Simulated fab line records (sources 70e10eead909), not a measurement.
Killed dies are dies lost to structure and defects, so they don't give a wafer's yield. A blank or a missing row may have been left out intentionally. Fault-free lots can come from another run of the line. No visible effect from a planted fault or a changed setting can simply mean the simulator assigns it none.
Matching of chambers | flow nand_harc | NHARC_A_CONTACT_DEP_29 on pecvd-02 has 3 sister chambers
The step deposits SiON, target thk 70 nm. 6 wafers are shown with their chamber, then 10 later ones without.

## WAFERS, EACH WITH ITS CHAMBER
wafer  | chamber | heater_power_w (W) | rf_fwd_power_W (W)
L082.5 | 2       | 729                | 348.1
L083.1 | 0       | 801                | 348.3
L083.3 | 1       | 719                | 349.0
L083.5 | 0       | 824                | 347.9
L085.3 | 2       | 733                | 348.4
L085.4 | 1       | 652                | 347.6

## WAFERS WITH NO CHAMBER GIVEN
wafer  | heater_power_w (W) | rf_fwd_power_W (W)
L085.6 | 582                | 347.3
L086.2 | 688                | 349.9
L086.3 | 799                | 350.5
L086.4 | 621                | 347.3
L090.1 | 746                | 349.4
L090.3 | 666                | 350.3
L090.6 | 601                | 348.9
L092.2 | 788                | 348.9
L092.3 | 777                | 349.1
L092.5 | 792                | 349.1

## WHICH CHAMBER EACH WENT THROUGH
wafer  | from the rows above          | in truth
L085.6 | can't be placed: 1 or 2      | 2
L086.2 | can't be placed: 1 or 2      | 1
L086.3 | can't be placed: 0 or 2 or 1 | 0
L086.4 | can't be placed: 1 or 2      | 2
L090.1 | can't be placed: 2 or 1 or 0 | 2
L090.3 | can't be placed: 1 or 2      | 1
L090.6 | can't be placed: 1 or 2      | 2
L092.2 | can't be placed: 0 or 2      | 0
L092.3 | can't be placed: 0 or 2 or 1 | 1
L092.5 | can't be placed: 0 or 2      | 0
Correct placement for 0 of the 10. These rows do not allow placing 10 (true chamber among the candidates in 10). Number placed wrongly: 0.
How it was worked out, from the rows above alone: a wafer's distance from a chamber is the root of the sum, over the readings, of the square of ((its reading less the chamber's mean) divided by the reading's scatter). If the next closest chamber is less than 2 further off than the closest, the wafer can't be placed; otherwise it belongs to the closest. The mean given for a chamber averages the wafers shown for that chamber. The scatter is the square root of a quotient: the sum, over the shown wafers, of each reading's squared deviation from its chamber's mean, divided by wafers minus chambers.
